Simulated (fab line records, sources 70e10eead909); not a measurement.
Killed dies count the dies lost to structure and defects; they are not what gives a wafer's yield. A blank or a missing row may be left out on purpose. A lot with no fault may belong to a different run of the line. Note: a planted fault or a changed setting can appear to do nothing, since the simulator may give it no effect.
What tool caused it? | flow nand_harc | 12 lots with 35 wafers sampled at 5 steps, on a route of 1302 steps

WHAT THE GAUGES SHOWED, per wafer
NHARC_END_SORT_01.
lot  | measured     | on        | killed_at_array | killed_at_other | killed_at_periphery | killed_dies | killed_open | killed_short
L342 | day 30 07:08 | prober-01 | 85 676 675      | 0 0 1           | 3 1 1               | 88 677 677  | 6 3 0       | 2 1 4
L344 | day 31 08:42 | prober-02 | 675 41          | 0 4             | 2 1                 | 677 46      | 5 6         | 6 3
L347 | day 32 11:49 | prober-01 | 671 72 83       | 2 1 4           | 4 7 6               | 677 80 93   | 1 4 4       | 3 3 4

WHAT TOOL EACH LOT RAN ON (gives the tool, then ch and the chambers of the sampled wafers, and finally the start)
lot  | NHARC_A_STAIRCASE_TRIM_222                    | NHARC_A_STAIRCASE_ETCH_236                    | NHARC_A_STAIRCASE_ETCH_253         | NHARC_A_STAIRCASE_STRIP_254
L328 | rie_diel-12 ch 0,2,3, day 15 23:12 or earlier | rie_diel-03 ch 0,2,3, day 15 23:12 or earlier | rie_diel-12 ch 0,3, day 15 23:12   | plasma_asher-02 ch 0,1, day 15 23:17
L329 | rie_diel-03 ch 0,2,3, day 16 15:44 or earlier | rie_diel-13 ch 0,3, day 16 15:44 or earlier   | rie_diel-03 ch 1,3, day 16 15:44   | plasma_asher-02 ch 0,1, day 16 15:55
L333 | rie_diel-12 ch 2,3, day 17 19:41 or earlier   | rie_diel-03 ch 0,1,3, day 17 19:41 or earlier | rie_diel-12 ch 0,3, day 17 19:41   | plasma_asher-01 ch 0, day 17 19:49
L334 | rie_diel-03 ch 0,2,3, day 18 18:52 or earlier | rie_diel-03 ch 0,1,3, day 18 18:52 or earlier | rie_diel-03 ch 0,1,2, day 18 18:52 | plasma_asher-01 ch 0,1, day 18 18:58
L335 | rie_diel-12 ch 0,1,2, day 19 02:06 or earlier | rie_diel-12 ch 0,3, day 19 02:06 or earlier   | rie_diel-12 ch 2,3, day 19 02:06   | plasma_asher-02 ch 0,1, day 19 02:17
L340 | rie_diel-03 ch 0,2,3, day 21 09:25 or earlier | rie_diel-03 ch 0,1,3, day 21 09:25 or earlier | rie_diel-12 ch 2,3, day 21 09:25   | plasma_asher-01 ch 0,1, day 21 09:38
L342 | rie_diel-03 ch 0,1,3, day 22 11:27 or earlier | rie_diel-12 ch 0,1,2, day 22 11:27 or earlier | rie_diel-03 ch 0,2,3, day 22 11:27 | plasma_asher-02 ch 0,1, day 22 11:32
L344 | rie_diel-03 ch 1, day 23 01:00 or earlier     | rie_diel-03 ch 0,2, day 23 01:00 or earlier   | rie_diel-03 ch 0, day 23 01:00     | plasma_asher-02 ch 0,1, day 23 01:11
L347 | rie_diel-03 ch 1,2,3, day 24 09:56 or earlier | rie_diel-03 ch 0,1,2, day 24 09:56 or earlier | rie_diel-03 ch 0,2, day 24 09:56   | plasma_asher-02 ch 0,1, day 24 10:07
L348 | rie_diel-03 ch 1,3, day 25 05:27 or earlier   | rie_diel-12 ch 2,3, day 25 05:27 or earlier   | rie_diel-13 ch 0,3, day 25 05:27   | plasma_asher-02 ch 0,1, day 25 05:32
L351 | rie_diel-12 ch 0,1,2, day 25 12:52 or earlier | rie_diel-12 ch 0,1,2, day 25 12:52 or earlier | rie_diel-12 ch 0,2,3, day 25 12:52 | plasma_asher-02 ch 0,1, day 25 13:02
L350 | rie_diel-12 ch 1,2,3, day 25 19:47 or earlier | rie_diel-03 ch 1,2,3, day 25 19:47 or earlier | rie_diel-13 ch 1,2,3, day 25 19:47 | plasma_asher-01 ch 0,1, day 25 19:56
- NHARC_A_STAIRCASE_TRIM_222: chemistry O2, time 211.2 s.
- NHARC_A_STAIRCASE_ETCH_236: etches the open film in C4F8/O2, target depth 100 nm, time 40.5 s.
- NHARC_A_STAIRCASE_ETCH_253: etches the open film in C4F8/O2, target depth 50 nm, time 20.2 s.
- NHARC_A_STAIRCASE_STRIP_254: strips in O2.

WHAT THE TOOLS THEMSELVES READ (means of the sampled wafers that have a number; where no wafer has one, the mark that the record gives instead)
NHARC_A_STAIRCASE_TRIM_222.
lot  | tool        | drypump_motor_current_A (A) | oes_product_au (a.u.) | rf_vpp_V (V) | showerhead_plenum_p_Torr (Torr) | throttle_valve_pct (%)
L328 | rie_diel-12 | 5.8                         | 1.008                 | 57.6         | 3.51                            | 17.032
L329 | rie_diel-03 | 5.6                         | 1.000                 | 58.3         | 3.51                            | 17.028
L333 | rie_diel-12 | 6.0                         | 0.992                 | 57.7         | 3.61                            | 17.026
L334 | rie_diel-03 | 5.6                         | 1.011                 | 57.5         | 3.50                            | 17.034
L335 | rie_diel-12 | 5.7                         | 1.013                 | 57.6         | 3.42                            | 17.040
L340 | rie_diel-03 | 5.6                         | 1.001                 | 58.7         | 3.49                            | 17.035
L342 | rie_diel-03 | 5.4                         | 0.991                 | 57.9         | 3.59                            | 17.039
L344 | rie_diel-03 | 5.3                         | 0.994                 | 57.9         | 3.61                            | 17.032
L347 | rie_diel-03 | 5.6                         | 0.993                 | 58.5         | 3.55                            | 17.038
L348 | rie_diel-03 | 5.3                         | 0.987                 | 57.9         | 3.65                            | 17.032
L351 | rie_diel-12 | 5.7                         | 0.995                 | 57.0         | 3.40                            | 17.030
L350 | rie_diel-12 | 5.8                         | 0.995                 | 58.3         | 3.47                            | 17.043

NHARC_A_STAIRCASE_ETCH_236.
lot  | tool        | bias_w (W) | oes_product_au (a.u.) | rf_fwd_power_W (W) | rf_vpp_V (V) | run_length_s (s)
L328 | rie_diel-03 | 1004       | 0.948                 | 595.7              | 895          | 61.7
L329 | rie_diel-13 | 1000       | 0.948                 | 597.3              | 895          | 62.2
L333 | rie_diel-03 | 1004       | 0.961                 | 593.8              | 898          | 61.7
L334 | rie_diel-03 | 1002       | 0.948                 | 594.7              | 898          | 61.5
L335 | rie_diel-12 | 1001       | 0.940                 | 593.7              | 894          | 61.9
L340 | rie_diel-03 | 1004       | 0.942                 | 593.1              | 898          | 61.5
L342 | rie_diel-12 | 996        | 0.937                 | 592.9              | 892          | 62.3
L344 | rie_diel-03 | 999        | 0.924                 | 594.9              | 889          | 61.5
L347 | rie_diel-03 | 1001       | 0.948                 | 593.0              | 892          | 61.7
L348 | rie_diel-12 | 1001       | 0.924                 | 592.9              | 897          | 62.2
L351 | rie_diel-12 | 996        | 0.936                 | 591.6              | 891          | 62.4
L350 | rie_diel-03 | 1000       | 0.950                 | 593.1              | 897          | 61.9

NHARC_A_STAIRCASE_ETCH_253.
lot  | tool        | bias_w (W) | oes_product_au (a.u.) | rf_fwd_power_W (W) | rf_vpp_V (V) | run_length_s (s)
L328 | rie_diel-12 | 1000.3     | 0.957                 | 589                | 895          | 41.3
L329 | rie_diel-03 | 996.5      | 0.973                 | 594                | 903          | 41.3
L333 | rie_diel-12 | 1003.9     | 0.925                 | 588                | 895          | 41.5
L334 | rie_diel-03 | 999.2      | 0.974                 | 590                | 893          | 41.5
L335 | rie_diel-12 | 1000.9     | 0.945                 | 588                | 897          | 41.5
L340 | rie_diel-12 | 997.7      | 0.949                 | 588                | 899          | 41.7
L342 | rie_diel-03 | 1000.0     | 0.958                 | 589                | 894          | 33.5
L344 | rie_diel-03 | 997.5      | 0.950                 | 593                | 892          | 35.0
L347 | rie_diel-03 | 995.0      | 0.964                 | 590                | 889          | 37.5
L348 | rie_diel-13 | 999.8      | 0.952                 | 594                | 894          | 42.1
L351 | rie_diel-12 | 1000.3     | 0.959                 | 588                | 894          | 41.8
L350 | rie_diel-13 | 999.9      | 0.959                 | 591                | 890          | 41.7

NHARC_A_STAIRCASE_STRIP_254.
lot  | tool            | drypump_motor_current_A (A) | heater_power_w (W)
L328 | plasma_asher-02 | 5.4                         | 307
L329 | plasma_asher-02 | 5.4                         | 287
L333 | plasma_asher-01 | 6.4                         | 358
L334 | plasma_asher-01 | 6.1                         | 404
L335 | plasma_asher-02 | 5.4                         | 303
L340 | plasma_asher-01 | 6.1                         | 406
L342 | plasma_asher-02 | 5.4                         | 294
L344 | plasma_asher-02 | 5.4                         | 282
L347 | plasma_asher-02 | 5.4                         | 277
L348 | plasma_asher-02 | 5.4                         | 291
L351 | plasma_asher-02 | 5.4                         | 277
L350 | plasma_asher-01 | 6.2                         | 372

THE ANSWER, worked out from the rows above alone
Rule: the usual values come from the lots themselves. The widest of any qualifying gaps counts: lots, ordered by their means at a reading, are off when they make up no more than a third of the lots, leave a main group of 4 or more, and stand apart from it by 3 or more times the standard deviation of that group's means. The tables above print the reading to a certain number of digits; a main group whose means all agree to those digits is not used. Also off: a lot with no number at a reading for which 4 or more lots have one. Any other lot the step has rows for is counted as sound. After the gauges, taken in route order, come the tools' own readings; for these a lot's mean is taken, as printed above. The first step at which some lot is off is used, and at that step the reading that is off furthest; a lot without a number counts as furthest.
Off: L342, L344, L347, at NHARC_A_STAIRCASE_ETCH_253 (run_length_s). Main group: mean 41.6 s, sd 0.24.
A tool fits if, at that step or a process step before it, it ran every lot that is off, and no sound lot after the first of them. NHARC_A_STAIRCASE_TRIM_222: start missing for some lots; hours and lot order therefore follow NHARC_A_STAIRCASE_ETCH_253. NHARC_A_STAIRCASE_ETCH_236: start missing for some lots; hours and lot order therefore follow NHARC_A_STAIRCASE_ETCH_253. One fits: NHARC_A_STAIRCASE_ETCH_253 on rie_diel-03. Its last sound lot is L334 (day 18 18:52), its first lot that is off L342 (day 22 11:27): a fault that began between those two fits.
The tool's own readings at NHARC_A_STAIRCASE_ETCH_253 bear it out: on the lots that are off they differ by more than 5 times the standard deviation of the sound lots' means. run_length_s reads 35.3 s there against 41.6 s on the sound lots.

WHAT THE SIMULATOR PUT IN
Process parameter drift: rie_diel-03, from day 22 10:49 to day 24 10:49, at NHARC_A_STAIRCASE_ETCH_253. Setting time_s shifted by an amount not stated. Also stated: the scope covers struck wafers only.
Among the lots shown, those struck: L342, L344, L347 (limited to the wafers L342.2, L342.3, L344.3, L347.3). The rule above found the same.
